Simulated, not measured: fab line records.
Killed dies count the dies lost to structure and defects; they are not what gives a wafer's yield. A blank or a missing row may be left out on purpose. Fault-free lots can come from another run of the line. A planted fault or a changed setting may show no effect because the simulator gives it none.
fab line records ; flow n5-finfet
record lots=24; wafers=72; last-day=18
route steps=1938 shown GATE_CUT@514 MOL_CONTACT_COAG@580 BEOL_M0_SAQP@637
lots that met no fault: taken from a fault-free run of the same line
start-h: start of the lot's first displayed wafer, in hours after the record's first day ; wait-h: hours since the lot's step before ; " same as the row above ; L1.1+2: a single row standing in for several wafers ; - value missing, or start not given ; * or withheld: withheld ; < > ~ a bound
route shown NAME@n: NAME is a module with steps in the file, n the number in the route of the first one ; usual: the fault-free wafers' mean and standard deviation ; same: alike in all rows ; chamber/n: place in a boat ; sites: the reading at each site ; _std_site: standard deviation of those values ; _edge_site: outer sites' mean less inner sites' ; radius-mm: how far each site lies from the wafer's centre ; mask NAME#n: copy n ; behind: the last tool/chamber to shape the wafer ; hold: the reason the lot was held/the length of the hold in hours/how it ended ; device: the n, p or np transistor that did not switch ; end of line: tests of these same wafers at the route's end ; a step given without rows: its recipe and nothing more ; killed: the dies lost at the first sort to structure and to defects; this is not the yield of the wafer ; map: a wafer's dies, x killed, . not, _ none there
set.NAME: the setting the step ran with; set.NAME@STEP: the setting that earlier step ran with ; model.NAME: the simulator's own value behind a step, which no gauge read
a sample of lots followed through the steps of the route, with each step as a table and each wafer as a row
services: from which hour (start-h, from the record's first day; less than 0 if before it) a tool's chamber was out of use, for how many hours, and why
## steps
# step N5_GATE_CUT_CMP_61
# recipe stop-on=SiNx; t-overpolish-s=3; post-cmp-clean=alkaline-brush; down-force-psi=4; platen-rpm=27.09; pad-velocity-m-s=0.539
# usual motor-current-A=11.9/1.2
# same t-overpolish-s=3
lot.wafer;tool;chamber;start-h;wait-h;motor-current-A
L074.4;cmp-03;0;94.28;0.4;11.9
L074.1;cmp-03;2;94.28;0.4;12.9
L074.5;cmp-03;1;94.28;0.4;11.3
L075.4;cmp-01;2;100.18;0.2;10.5
L075.6;cmp-01;3;100.18;0.2;11.8
L075.5;cmp-01;0;100.18;0.2;11.5
L076.4;cmp-03;3;104.29;0.4;15.2
L076.3;cmp-03;1;104.29;0.4;11.1
L076.2;cmp-03;2;104.29;0.4;12.7
L077.2;cmp-04;0;105.76;0.3;10.8
L077.1;cmp-04;1;105.76;0.3;11.2
L077.4;cmp-04;2;105.76;0.3;11.8
L078.1;cmp-03;1;112.60;0.4;11.1
L078.4;cmp-03;3;112.60;0.4;15.2
L078.6;cmp-03;2;112.60;0.4;11.8
L079.1;cmp-03;2;119.50;0.3;12.1
L079.3;cmp-03;0;119.50;0.3;11.3
L079.6;cmp-03;1;119.50;0.3;10.6
L080.3;cmp-01;0;124.45;0.4;12.0
L080.4;cmp-01;1;124.45;0.4;12.0
L080.5;cmp-01;1;124.45;0.4;12.0
L081.3;cmp-03;1;129.95;0.3;10.3
L081.2;cmp-03;2;129.95;0.3;11.7
L081.5;cmp-03;0;129.95;0.3;11.6
L082.4;cmp-01;0;135.39;0.4;12.2
L082.3;cmp-01;3;135.39;0.4;11.8
L082.5;cmp-01;0;135.39;0.4;11.7
L083.2;cmp-01;1;139.56;0.3;12.0
L083.6;cmp-01;0;139.56;0.3;11.7
L083.5;cmp-01;1;139.56;0.3;12.9
L084.3;cmp-03;0;145.75;0.4;12.2
L084.2;cmp-03;2;145.75;0.4;12.5
L084.6;cmp-03;0;145.75;0.4;11.6
L085.2;cmp-01;3;155.26;0.3;12.1
L085.5;cmp-01;2;155.26;0.3;11.2
L085.6;cmp-01;3;155.26;0.3;12.5
L086.3;cmp-01;1;160.13;0.4;11.7
L086.1;cmp-01;2;160.13;0.4;11.5
L086.5;cmp-01;1;160.13;0.4;12.1
L087.1;cmp-04;1;165.43;0.4;11.5
L087.5;cmp-04;1;165.43;0.4;11.8
L087.6;cmp-04;2;165.43;0.4;12.2
L088.1;cmp-03;1;172.43;0.4;10.9
L088.3;cmp-03;2;172.43;0.4;12.0
L088.4;cmp-03;3;172.43;0.4;14.5
L089.4;cmp-03;3;180.24;0.3;14.7
L089.1;cmp-03;0;180.24;0.3;11.8
L089.5;cmp-03;2;180.24;0.3;12.7
L090.3;cmp-03;3;182.64;0.4;15.2
L090.2;cmp-03;2;182.64;0.4;11.9
L090.5;cmp-03;0;182.64;0.4;11.8
L091.3;cmp-04;3;190.53;0.3;11.5
L091.2;cmp-04;0;190.53;0.3;11.4
L091.6;cmp-04;2;190.53;0.3;12.3
L092.1;cmp-04;2;197.09;0.4;12.1
L092.3;cmp-04;0;197.09;0.4;11.9
L092.2;cmp-04;1;197.09;0.4;11.7
L093.4;cmp-04;0;202.73;0.3;11.3
L093.3;cmp-04;1;202.73;0.3;11.6
L093.6;cmp-04;0;202.73;0.3;11.4
L094.1;cmp-04;1;207.61;0.3;11.6
L094.6;cmp-04;0;207.61;0.3;11.9
L094.5;cmp-04;1;207.61;0.3;10.6
L095.2;cmp-03;1;213.03;0.4;10.6
L095.4;cmp-03;2;213.03;0.4;13.0
L095.3;cmp-03;0;213.03;0.4;11.9
L096.4;cmp-01;3;219.99;0.3;12.5
L096.2;cmp-01;0;219.99;0.3;12.1
L096.6;cmp-01;2;219.99;0.3;11.4
L097.3;cmp-03;1;226.86;0.4;10.3
L097.5;cmp-03;1;226.86;0.4;10.7
L097.6;cmp-03;2;226.86;0.4;12.2
# step N5_MOL_CONTACT_COAG_ETCHBACK_132
# recipe chemistry=CHF3; target=SiO2; target-depth-a=100; time-s=6.7; ion-energy-ev=200; pressure-mtorr=30; source-w=610; bias-w=170; Ar_flow_sccm=200; CHF3_flow_sccm=50
# usual drypump-motor-current-A=5.8/0.6; mfc-ar-sccm=200.1/0.62; oes-product-au=0.79/0.089; rf-vpp-V=518/8.6; showerhead-plenum-p-Torr=2.34/0.066; throttle-valve-pct=18.70/0.28
# same time-s=6.7
lot.wafer;tool;chamber;start-h;wait-h;drypump-motor-current-A;mfc-ar-sccm;oes-product-au;rf-hours-counter-h;rf-vpp-V;showerhead-plenum-p-Torr;throttle-valve-pct
L074.1;rie-diel-06;3;108.43;0.1;6.5;200.4;0.74;150;518;2.48;18.84
L074.4;rie-diel-06;0;108.43;0.1;4.9;200.1;0.72;-;513;2.27;19.12
L074.5;rie-diel-06;3;108.43;0.1;6.4;200.2;0.75;-;515;2.48;18.85
L075.4;rie-diel-02;1;110.87;0.1;5.5;198.9;0.94;8;517;2.34;18.18
L075.5;rie-diel-02;0;110.87;0.1;5.0;200.7;0.92;-;525;2.33;18.48
L075.6;rie-diel-02;3;110.87;0.1;5.9;199.5;0.73;-;530;2.37;18.92
L076.2;rie-diel-06;3;116.02;0.1;6.4;199.7;0.74;154;517;2.48;18.84
L076.3;rie-diel-06;0;116.02;0.1;4.9;201.5;0.74;188;512;2.27;19.11
L076.4;rie-diel-06;1;116.02;0.1;5.9;199.0;0.69;238;515;2.26;18.70
L077.1;rie-diel-02;1;116.60;0.1;5.5;199.2;0.93;10;516;2.34;18.19
L077.2;rie-diel-02;2;116.60;0.1;6.2;199.0;0.82;70;506;2.33;18.79
L077.4;rie-diel-02;3;116.60;0.1;6.0;200.0;0.71;197;531;2.37;18.92
L078.1;rie-diel-05;1;123.08;0.1;6.4;199.6;0.93;32;528;2.34;18.60
L078.4;rie-diel-05;2;123.08;0.1;6.6;201.1;0.73;183;535;2.36;18.72
L078.6;rie-diel-05;2;123.08;0.1;6.5;201.3;0.73;-;535;2.36;18.74
L079.1;rie-diel-02;3;130.68;0.2;6.0;200.3;0.71;202;529;2.37;18.93
L079.3;rie-diel-02;1;130.68;0.2;5.5;200.7;0.91;16;516;2.34;18.20
L079.6;rie-diel-02;3;130.68;0.2;6.0;200.1;0.72;-;531;2.37;18.93
L080.3;rie-diel-06;1;135.58;0.1;5.9;198.8;0.69;245;515;2.26;18.71
L080.4;rie-diel-06;3;135.58;0.1;6.5;199.4;0.75;161;518;2.47;18.86
L080.5;rie-diel-06;1;135.58;0.1;5.9;199.8;0.68;-;513;2.26;18.72
L081.2;rie-diel-02;3;140.52;0.4;5.9;200.9;0.72;208;532;2.36;18.93
L081.3;rie-diel-02;2;140.52;0.4;6.3;199.6;0.81;76;507;2.33;18.77
L081.5;rie-diel-02;1;140.52;0.4;5.5;199.3;0.90;-;518;2.34;18.19
L082.3;rie-diel-05;1;145.36;0.1;6.4;199.9;0.91;40;528;2.34;18.60
L082.4;rie-diel-05;2;145.36;0.1;6.6;200.2;0.72;192;535;2.36;18.74
L082.5;rie-diel-05;2;145.36;0.1;6.5;199.9;0.72;-;534;2.36;18.76
L083.2;rie-diel-02;3;155.10;0.1;6.0;199.3;0.70;214;531;2.36;18.94
L083.5;rie-diel-02;0;155.10;0.1;5.0;200.1;0.90;-;523;2.33;18.48
L083.6;rie-diel-02;3;155.10;0.1;5.9;200.0;0.70;-;533;2.36;18.95
L084.2;rie-diel-06;0;159.73;0.1;4.9;199.7;0.72;204;510;2.26;19.14
L084.3;rie-diel-06;3;159.73;0.1;6.5;200.4;0.73;170;517;2.47;18.87
L084.6;rie-diel-06;0;159.73;0.1;4.9;199.2;0.71;-;512;2.26;19.14
L085.2;rie-diel-06;0;167.60;0.2;4.9;199.9;0.71;209;511;2.26;19.15
L085.5;rie-diel-06;0;167.60;0.2;4.9;199.2;0.71;-;513;2.26;19.16
L085.6;rie-diel-06;2;167.60;0.2;6.2;200.4;0.91;-;509;2.33;18.62
L086.1;rie-diel-06;3;170.68;0.1;6.5;200.0;0.72;176;518;2.47;18.89
L086.3;rie-diel-06;2;170.68;0.1;6.3;200.0;0.93;24;506;2.33;18.62
L086.5;rie-diel-06;2;170.68;0.1;6.2;200.6;0.92;-;509;2.33;18.62
L087.1;rie-diel-06;3;176.26;0.1;6.5;200.0;0.72;180;517;2.47;18.89
L087.5;rie-diel-06;0;176.26;0.1;4.9;200.0;0.71;-;510;2.26;19.17
L087.6;rie-diel-06;3;176.26;0.1;6.5;200.2;0.72;-;516;2.47;18.89
L088.1;rie-diel-06;1;184.15;0.1;5.9;199.5;0.99;2;522;2.54;18.36
L088.3;rie-diel-06;2;184.15;0.1;6.2;200.7;0.90;31;506;2.33;18.63
L088.4;rie-diel-06;3;184.15;0.1;6.5;198.9;0.73;182;516;2.47;18.91
L090.2;rie-diel-05;3;194.50;0.1;4.8;200.0;0.82;49;521;2.33;18.26
L090.3;rie-diel-05;2;194.50;0.1;6.5;200.4;0.70;212;535;2.35;18.77
L090.5;rie-diel-05;3;194.50;0.1;4.9;200.9;0.82;-;519;2.33;18.26
L089.1;rie-diel-02;3;194.61;0.1;6.0;200.0;0.70;227;530;2.36;18.97
L089.4;rie-diel-02;0;194.61;0.1;5.1;200.2;0.88;52;522;2.32;18.52
L089.5;rie-diel-02;0;194.61;0.1;5.0;199.2;0.89;-;524;2.32;18.50
L091.2;rie-diel-06;1;201.18;0.1;5.9;199.7;0.96;8;523;2.54;18.37
L091.3;rie-diel-06;0;201.18;0.1;4.9;201.2;0.71;222;512;2.26;19.17
L091.6;rie-diel-06;0;201.18;0.1;4.9;200.2;0.71;-;509;2.26;19.16
L092.1;rie-diel-05;0;208.24;0.1;6.0;199.7;0.76;144;512;2.28;18.57
L092.2;rie-diel-05;2;208.24;0.1;6.6;200.2;0.70;217;536;2.35;18.78
L092.3;rie-diel-05;3;208.24;0.1;4.9;200.3;0.81;54;521;2.33;18.27
L093.3;rie-diel-02;1;212.36;0.1;5.5;199.8;0.84;47;516;2.33;18.26
L093.4;rie-diel-02;0;212.36;0.1;5.0;201.0;0.87;58;523;2.32;18.50
L093.6;rie-diel-02;3;212.36;0.1;6.0;200.0;0.70;-;531;2.35;18.98
L094.1;rie-diel-05;2;219.45;0.1;6.6;199.4;0.69;220;535;2.35;18.77
L094.5;rie-diel-05;3;219.45;0.1;4.9;200.0;0.80;-;520;2.33;18.27
L094.6;rie-diel-05;0;219.45;0.1;6.0;199.9;0.76;-;513;2.28;18.56
L095.2;rie-diel-05;3;223.47;0.1;4.9;200.0;0.79;60;520;2.33;18.27
L095.3;rie-diel-05;0;223.47;0.1;6.0;200.3;0.75;150;512;2.28;18.56
L095.4;rie-diel-05;1;223.47;0.1;6.4;200.5;0.88;52;528;2.33;18.62
L096.2;rie-diel-06;2;229.65;0.1;6.2;200.2;0.88;45;510;2.33;18.65
L096.4;rie-diel-06;3;229.65;0.1;6.5;200.7;0.71;200;517;2.46;18.92
L096.6;rie-diel-06;2;229.65;0.1;6.2;199.3;0.88;-;507;2.33;18.67
L097.3;rie-diel-02;3;235.95;0.1;5.9;200.3;0.68;241;530;2.35;18.99
L097.5;rie-diel-02;3;235.95;0.1;6.0;200.2;0.68;-;530;2.35;18.97
L097.6;rie-diel-02;2;235.95;0.1;6.2;200.1;0.77;-;506;2.32;18.82
# step N5_MOL_CONTACT_COAG_INSPECT_42
# recipe mode=adi; inspect-instrument=brightfield
# usual raw-defect-count=175/44
lot.wafer;tool;chamber;start-h;wait-h;raw-defect-count
L074.1;defect-inspect-02;-;109.45;0.1;198
L074.4;defect-inspect-02;-;109.45;0.1;192
L074.5;defect-inspect-02;-;109.45;0.1;199
L075.4;defect-inspect-01;-;111.90;0.0;187
L075.5;defect-inspect-01;-;111.90;0.0;378
L075.6;defect-inspect-01;-;111.90;0.0;158
L076.2;defect-inspect-02;-;117.06;0.0;196
L076.3;defect-inspect-02;-;117.06;0.0;150
L076.4;defect-inspect-02;-;117.06;0.0;223
L077.1;defect-inspect-02;-;117.62;0.1;177
L077.2;defect-inspect-02;-;117.62;0.1;151
L077.4;defect-inspect-02;-;117.62;0.1;163
L078.1;defect-inspect-02;-;124.10;0.1;186
L078.4;defect-inspect-02;-;124.10;0.1;118
L078.6;defect-inspect-02;-;124.10;0.1;107
L079.1;defect-inspect-02;-;131.58;0.1;198
L079.3;defect-inspect-02;-;131.58;0.1;282
L079.6;defect-inspect-02;-;131.58;0.1;189
L080.3;defect-inspect-01;-;136.61;0.0;139
L080.4;defect-inspect-01;-;136.61;0.0;156
L080.5;defect-inspect-01;-;136.61;0.0;192
L081.2;defect-inspect-02;-;141.55;0.0;184
L081.3;defect-inspect-02;-;141.55;0.0;225
L081.5;defect-inspect-02;-;141.55;0.0;227
L082.3;defect-inspect-01;-;146.26;0.0;185
L082.4;defect-inspect-01;-;146.26;0.0;153
L082.5;defect-inspect-01;-;146.26;0.0;131
L083.2;defect-inspect-02;-;156.00;0.0;179
L083.5;defect-inspect-02;-;156.00;0.0;158
L083.6;defect-inspect-02;-;156.00;0.0;171
L084.2;defect-inspect-02;-;160.63;0.0;128
L084.3;defect-inspect-02;-;160.63;0.0;231
L084.6;defect-inspect-02;-;160.63;0.0;202
L085.2;defect-inspect-02;-;168.62;0.0;226
L085.5;defect-inspect-02;-;168.62;0.0;233
L085.6;defect-inspect-02;-;168.62;0.0;178
L086.1;defect-inspect-02;-;171.57;0.1;193
L086.3;defect-inspect-02;-;171.57;0.1;193
L086.5;defect-inspect-02;-;171.57;0.1;156
L087.1;defect-inspect-02;-;177.20;0.1;122
L087.5;defect-inspect-02;-;177.20;0.1;133
L087.6;defect-inspect-02;-;177.20;0.1;116
L088.1;defect-inspect-02;-;185.17;0.1;212
L088.3;defect-inspect-02;-;185.17;0.1;200
L088.4;defect-inspect-02;-;185.17;0.1;135
L090.2;defect-inspect-02;-;195.52;0.0;265
L090.3;defect-inspect-02;-;195.52;0.0;211
L090.5;defect-inspect-02;-;195.52;0.0;202
L089.1;defect-inspect-01;-;195.58;0.1;137
L089.4;defect-inspect-01;-;195.58;0.1;160
L089.5;defect-inspect-01;-;195.58;0.1;133
L091.2;defect-inspect-02;-;202.08;0.0;287
L091.3;defect-inspect-02;-;202.08;0.0;124
L091.6;defect-inspect-02;-;202.08;0.0;129
L092.1;defect-inspect-02;-;209.49;0.1;252
L092.2;defect-inspect-02;-;209.49;0.1;213
L092.3;defect-inspect-02;-;209.49;0.1;143
L093.3;defect-inspect-02;-;213.39;0.0;183
L093.4;defect-inspect-02;-;213.39;0.0;112
L093.6;defect-inspect-02;-;213.39;0.0;139
L094.1;defect-inspect-01;-;220.47;0.1;115
L094.5;defect-inspect-01;-;220.47;0.1;198
L094.6;defect-inspect-01;-;220.47;0.1;271
L095.2;defect-inspect-02;-;224.50;0.0;206
L095.3;defect-inspect-02;-;224.50;0.0;118
L095.4;defect-inspect-02;-;224.50;0.0;152
L096.2;defect-inspect-02;-;230.71;0.0;133
L096.4;defect-inspect-02;-;230.71;0.0;158
L096.6;defect-inspect-02;-;230.71;0.0;146
L097.3;defect-inspect-01;-;236.85;0.0;136
L097.5;defect-inspect-01;-;236.85;0.0;183
L097.6;defect-inspect-01;-;236.85;0.0;156
# step N5_MOL_CONTACT_COAG_THK_MEAS_53
# recipe reads=SiO2_of_MOL_CONTACT_COAG_PECVD_31
# usual VIA_MOL_THK=43.7/0.74
lot.wafer;tool;chamber;start-h;wait-h;VIA_MOL_THK[nm]
L074.1;film-metro-01;-;111.23;-;43.8
L074.4;film-metro-01;-;111.23;-;43.7
L074.5;film-metro-01;-;111.23;-;44.0
L075.4;film-metro-01;-;113.54;-;44.3
L075.5;film-metro-01;-;113.54;-;44.2
L075.6;film-metro-01;-;113.54;-;44.1
L076.2;film-metro-01;-;118.81;-;42.6
L076.3;film-metro-01;-;118.81;-;42.7
L076.4;film-metro-01;-;118.81;-;43.9
L077.1;film-metro-01;-;119.22;-;43.3
L077.2;film-metro-01;-;119.22;-;41.9
L077.4;film-metro-01;-;119.22;-;42.5
L078.1;film-metro-01;-;125.82;-;42.7
L078.4;film-metro-01;-;125.82;-;44.5
L078.6;film-metro-01;-;125.82;-;44.2
L079.1;film-metro-01;-;133.60;-;43.0
L079.3;film-metro-01;-;133.60;-;43.2
L079.6;film-metro-01;-;133.60;-;43.3
L080.3;film-metro-02;-;138.70;-;42.6
L080.4;film-metro-02;-;138.70;-;45.5
L080.5;film-metro-02;-;138.70;-;43.3
L081.2;film-metro-01;-;144.26;-;42.3
L081.3;film-metro-01;-;144.26;-;42.9
L081.5;film-metro-01;-;144.26;-;44.0
L082.3;film-metro-02;-;147.90;-;43.3
L082.4;film-metro-02;-;147.90;-;44.0
L082.5;film-metro-02;-;147.90;-;44.5
L083.2;film-metro-01;-;157.60;-;42.4
L083.5;film-metro-01;-;157.60;-;42.9
L083.6;film-metro-01;-;157.60;-;43.0
L084.2;film-metro-01;-;162.63;-;43.9
L084.3;film-metro-01;-;162.63;-;43.1
L084.6;film-metro-01;-;162.63;-;44.6
L085.2;film-metro-02;-;170.41;-;42.5
L085.5;film-metro-02;-;170.41;-;44.0
L085.6;film-metro-02;-;170.41;-;43.7
L086.1;film-metro-02;-;173.29;-;43.6
L086.3;film-metro-02;-;173.29;-;43.4
L086.5;film-metro-02;-;173.29;-;44.3
L087.1;film-metro-01;-;178.81;-;43.6
L087.5;film-metro-01;-;178.81;-;43.7
L087.6;film-metro-01;-;178.81;-;44.6
L088.1;film-metro-02;-;187.50;-;43.2
L088.3;film-metro-02;-;187.50;-;44.7
L088.4;film-metro-02;-;187.50;-;45.3
L090.2;film-metro-01;-;197.20;-;43.9
L090.3;film-metro-01;-;197.20;-;43.4
L090.5;film-metro-01;-;197.20;-;43.9
L089.1;film-metro-02;-;197.38;-;44.0
L089.4;film-metro-02;-;197.38;-;44.9
L089.5;film-metro-02;-;197.38;-;44.1
L091.2;film-metro-02;-;203.69;-;42.7
L091.3;film-metro-02;-;203.69;-;43.5
L091.6;film-metro-02;-;203.69;-;44.8
L092.1;film-metro-01;-;211.10;-;42.7
L092.2;film-metro-01;-;211.10;-;42.9
L092.3;film-metro-01;-;211.10;-;43.3
L093.3;film-metro-02;-;215.01;-;42.3
L093.4;film-metro-02;-;215.01;-;44.3
L093.6;film-metro-02;-;215.01;-;43.6
L094.1;film-metro-01;-;222.74;-;44.2
L094.5;film-metro-01;-;222.74;-;44.4
L094.6;film-metro-01;-;222.74;-;44.8
L095.2;film-metro-02;-;226.49;-;44.4
L095.3;film-metro-02;-;226.49;-;44.0
L095.4;film-metro-02;-;226.49;-;45.2
L096.2;film-metro-02;-;232.83;-;43.6
L096.4;film-metro-02;-;232.83;-;44.8
L096.6;film-metro-02;-;232.83;-;43.5
L097.3;film-metro-02;-;238.45;-;43.4
L097.5;film-metro-02;-;238.45;-;43.5
L097.6;film-metro-02;-;238.45;-;44.9
# step N5_BEOL_M0_SAQP_PECVD_97
# recipe material=SiNx; target-thk-a=230; temp-c=350; precursor=SiH4/NH3/N2; pressure-torr=1.5; rf-w=300; time-s=19.9
# usual heater-power-w=575/61; showerhead-plenum-p-Torr=5.23/0.064; throttle-valve-pct=39.6/2.4
# same time-s=19.9
lot.wafer;tool;chamber;start-h;wait-h;heater-power-w;showerhead-plenum-p-Torr;throttle-valve-pct
L074.1;pecvd-01;2;115.43;0.0;582;5.33;37.0
L074.4;pecvd-01;1;115.43;0.0;555;5.23;45.8
L074.5;pecvd-01;0;115.43;0.0;508;5.12;39.4
L075.4;pecvd-01;0;119.19;0.0;523;5.12;39.5
L075.5;pecvd-01;2;119.19;0.0;588;5.30;37.2
L075.6;pecvd-01;1;119.19;0.0;645;5.22;45.6
L076.2;pecvd-04;1;123.02;0.0;601;5.28;42.9
L076.3;pecvd-04;0;123.02;0.0;533;5.16;39.1
L076.4;pecvd-04;2;123.02;0.0;661;5.14;39.2
L077.1;pecvd-04;1;126.67;0.0;618;5.28;42.4
L077.2;pecvd-04;0;126.67;0.0;530;5.17;39.1
L077.4;pecvd-04;0;126.67;0.0;532;5.15;39.0
L078.1;pecvd-04;0;130.68;0.0;554;5.15;38.9
L078.4;pecvd-04;0;130.68;0.0;544;5.15;39.2
L078.6;pecvd-04;2;130.68;0.0;602;5.13;38.8
L079.1;pecvd-03;1;138.04;0.0;481;5.20;38.6
L079.3;pecvd-03;0;138.04;0.0;589;5.26;37.9
L079.6;pecvd-03;2;138.04;0.0;505;5.28;37.9
L080.3;pecvd-03;1;142.68;0.0;475;5.20;38.6
L080.4;pecvd-03;2;142.68;0.0;547;5.30;38.3
L080.5;pecvd-03;1;142.68;0.0;477;5.19;38.8
L081.2;pecvd-03;2;151.28;0.0;574;5.28;38.3
L081.3;pecvd-03;0;151.28;0.0;686;5.27;37.6
L081.5;pecvd-03;2;151.28;0.0;567;5.28;38.1
L082.3;pecvd-03;2;151.58;0.0;570;5.28;37.7
L082.4;pecvd-03;2;151.58;0.0;574;5.28;38.0
L082.5;pecvd-03;1;151.58;0.0;454;5.20;38.4
L083.2;pecvd-01;0;161.76;0.0;523;5.13;39.6
L083.5;pecvd-01;1;161.76;0.0;663;5.21;45.8
L083.6;pecvd-01;0;161.76;0.0;517;5.12;39.8
L084.2;pecvd-03;2;166.35;0.0;517;5.29;38.6
L084.3;pecvd-03;0;166.35;0.0;659;5.27;38.1
L084.6;pecvd-03;1;166.35;0.0;528;5.19;38.8
L085.2;pecvd-04;1;175.13;0.0;603;5.28;42.0
L085.5;pecvd-04;1;175.13;0.0;608;5.28;42.5
L085.6;pecvd-04;0;175.13;0.0;480;5.15;39.2
L086.1;pecvd-01;1;178.18;0.0;645;5.23;45.5
L086.3;pecvd-01;0;178.18;0.0;504;5.15;39.4
L086.5;pecvd-01;2;178.18;0.0;568;5.32;37.2
L087.1;pecvd-01;1;183.35;0.0;607;5.22;45.6
L087.5;pecvd-01;2;183.35;0.0;566;5.32;37.2
L087.6;pecvd-01;1;183.35;0.0;619;5.23;45.9
L088.1;pecvd-03;2;192.70;0.0;595;5.29;38.3
L088.3;pecvd-03;1;192.70;0.0;538;5.20;38.8
L088.4;pecvd-03;1;192.70;0.0;545;5.19;38.5
L090.2;pecvd-03;1;201.55;0.0;536;5.19;38.7
L090.3;pecvd-03;0;201.55;0.0;619;5.26;38.2
L090.5;pecvd-03;1;201.55;0.0;551;5.20;38.5
L089.1;pecvd-01;1;204.38;0.0;581;5.24;45.8
L089.4;pecvd-01;1;204.38;0.0;594;5.22;45.9
L089.5;pecvd-01;0;204.38;0.0;542;5.14;39.6
L091.2;pecvd-04;2;208.02;0.0;642;5.15;39.0
L091.3;pecvd-04;0;208.02;0.0;462;5.16;39.3
L091.6;pecvd-04;0;208.02;0.0;476;5.15;39.1
L092.1;pecvd-01;1;215.33;0.0;644;5.22;45.7
L092.2;pecvd-01;0;215.33;0.0;554;5.12;39.3
L092.3;pecvd-01;2;215.33;0.0;582;5.31;37.6
L093.3;pecvd-03;0;219.28;0.0;646;5.28;38.4
L093.4;pecvd-03;2;219.28;0.0;595;5.28;38.5
L093.6;pecvd-03;0;219.28;0.0;644;5.26;38.3
L094.1;pecvd-03;1;227.85;0.0;514;5.19;38.6
L094.5;pecvd-03;2;227.85;0.0;501;5.29;38.6
L094.6;pecvd-03;1;227.85;0.0;515;5.17;38.6
L095.2;pecvd-03;2;231.63;0.0;568;5.28;38.5
L095.3;pecvd-03;1;231.63;0.0;513;5.19;38.5
L095.4;pecvd-03;0;231.63;0.0;649;5.27;38.4
L096.2;pecvd-04;1;238.12;0.0;559;5.29;42.3
L096.4;pecvd-04;0;238.12;0.0;515;5.15;39.1
L096.6;pecvd-04;1;238.12;0.0;579;5.29;42.3
L097.3;pecvd-04;1;242.37;0.0;679;5.28;42.6
L097.5;pecvd-04;2;242.37;0.0;563;5.14;39.0
L097.6;pecvd-04;0;242.37;0.0;533;5.15;39.1
# step N5_BEOL_M0_SAQP_THK_MEAS_05
# usual thk-nm=59.7/0.76
lot.wafer;tool;chamber;start-h;wait-h;thk-nm
L074.1;film-metro-02;-;115.56;0.1;59.9
L074.4;film-metro-02;-;115.56;0.1;60.4
L074.5;film-metro-02;-;115.56;0.1;60.6
L075.4;film-metro-01;-;119.31;0.0;60.7
L075.5;film-metro-01;-;119.31;0.0;60.5
L075.6;film-metro-01;-;119.31;0.0;59.5
L076.2;film-metro-02;-;123.16;0.1;58.8
L076.3;film-metro-02;-;123.16;0.1;59.0
L076.4;film-metro-02;-;123.16;0.1;60.5
L077.1;film-metro-02;-;126.81;0.1;59.7
L077.2;film-metro-02;-;126.81;0.1;58.9
L077.4;film-metro-02;-;126.81;0.1;60.6
L078.1;film-metro-01;-;130.81;0.1;58.3
L078.4;film-metro-01;-;130.81;0.1;60.6
L078.6;film-metro-01;-;130.81;0.1;60.1
L079.1;film-metro-01;-;138.18;0.1;58.4
L079.3;film-metro-01;-;138.18;0.1;58.6
L079.6;film-metro-01;-;138.18;0.1;59.4
L080.3;film-metro-01;-;142.82;0.1;58.9
L080.4;film-metro-01;-;142.82;0.1;60.8
L080.5;film-metro-01;-;142.82;0.1;60.2
L081.2;film-metro-01;-;151.41;0.1;59.3
L081.3;film-metro-01;-;151.41;0.1;59.3
L081.5;film-metro-01;-;151.41;0.1;60.2
L082.3;film-metro-02;-;151.72;0.1;58.0
L082.4;film-metro-02;-;151.72;0.1;60.1
L082.5;film-metro-02;-;151.72;0.1;59.5
L083.2;film-metro-01;-;161.90;0.1;60.6
L083.5;film-metro-01;-;161.90;0.1;61.2
L083.6;film-metro-01;-;161.90;0.1;61.2
L084.2;film-metro-02;-;166.48;0.1;59.2
L084.3;film-metro-02;-;166.48;0.1;58.7
L084.6;film-metro-02;-;166.48;0.1;59.9
L085.2;film-metro-01;-;175.31;0.1;58.5
L085.5;film-metro-01;-;175.31;0.1;59.3
L085.6;film-metro-01;-;175.31;0.1;60.9
L086.1;film-metro-01;-;178.32;0.1;59.2
L086.3;film-metro-01;-;178.32;0.1;59.6
L086.5;film-metro-01;-;178.32;0.1;60.7
L087.1;film-metro-02;-;183.48;0.1;59.4
L087.5;film-metro-02;-;183.48;0.1;60.2
L087.6;film-metro-02;-;183.48;0.1;59.4
L088.1;film-metro-02;-;192.83;0.1;58.7
L088.3;film-metro-02;-;192.83;0.1;59.5
L088.4;film-metro-02;-;192.83;0.1;60.2
L090.2;film-metro-02;-;201.68;0.1;60.1
L090.3;film-metro-02;-;201.68;0.1;59.6
L090.5;film-metro-02;-;201.68;0.1;60.2
L089.1;film-metro-02;-;204.51;0.1;59.3
L089.4;film-metro-02;-;204.51;0.1;60.3
L089.5;film-metro-02;-;204.51;0.1;60.4
L091.2;film-metro-01;-;208.16;0.1;59.4
L091.3;film-metro-01;-;208.16;0.1;59.9
L091.6;film-metro-01;-;208.16;0.1;61.2
L092.1;film-metro-02;-;215.46;0.1;58.8
L092.2;film-metro-02;-;215.46;0.1;59.7
L092.3;film-metro-02;-;215.46;0.1;59.5
L093.3;film-metro-02;-;219.44;0.1;60.6
L093.4;film-metro-02;-;219.44;0.1;60.2
L093.6;film-metro-02;-;219.44;0.1;60.6
L094.1;film-metro-01;-;228.03;0.1;59.8
L094.5;film-metro-01;-;228.03;0.1;59.7
L094.6;film-metro-01;-;228.03;0.1;61.0
L095.2;film-metro-02;-;231.76;0.1;59.0
L095.3;film-metro-02;-;231.76;0.1;59.1
L095.4;film-metro-02;-;231.76;0.1;59.8
L096.2;film-metro-02;-;238.25;0.1;58.1
L096.4;film-metro-02;-;238.25;0.1;60.3
L096.6;film-metro-02;-;238.25;0.1;58.2
L097.3;film-metro-02;-;242.51;0.1;58.3
L097.5;film-metro-02;-;242.51;0.1;59.2
L097.6;film-metro-02;-;242.51;0.1;60.6
## services
tool;chamber;start-h;hours;kind
rie-diel-06;2;89.66;4.8;repair
pecvd-03;1;98.58;5.5;scheduled-down
cmp-04;-;100.00;1.4;repair
pecvd-01;2;103.91;1.8;repair
rie-diel-02;0;126.72;16.1;repair
cmp-03;-;135.41;4.0;pm
cmp-03;-;139.41;-;consumable-replace:conditioner
cmp-03;-;139.41;-;consumable-replace:pad
cmp-04;-;145.63;1.0;repair
pecvd-03;-;148.09;0.9;repair
rie-diel-06;1;151.02;-;clean
rie-diel-06;1;151.02;-;consumable-replace:focus-ring
rie-diel-06;1;151.02;-;consumable-replace:showerhead
cmp-04;-;154.06;1.0;repair
pecvd-04;2;157.25;1.7;repair
rie-diel-05;1;162.15;36.3;repair
cmp-04;-;191.97;1.2;repair
rie-diel-06;2;197.89;1.5;repair
rie-diel-02;1;198.27;1.6;repair
cmp-01;-;204.30;4.0;pm
rie-diel-06;0;220.63;6.6;repair
cmp-04;-;222.71;5.0;pm
cmp-01;-;223.18;1.3;repair
rie-diel-02;-;229.71;0.5;repair
## key
fault none
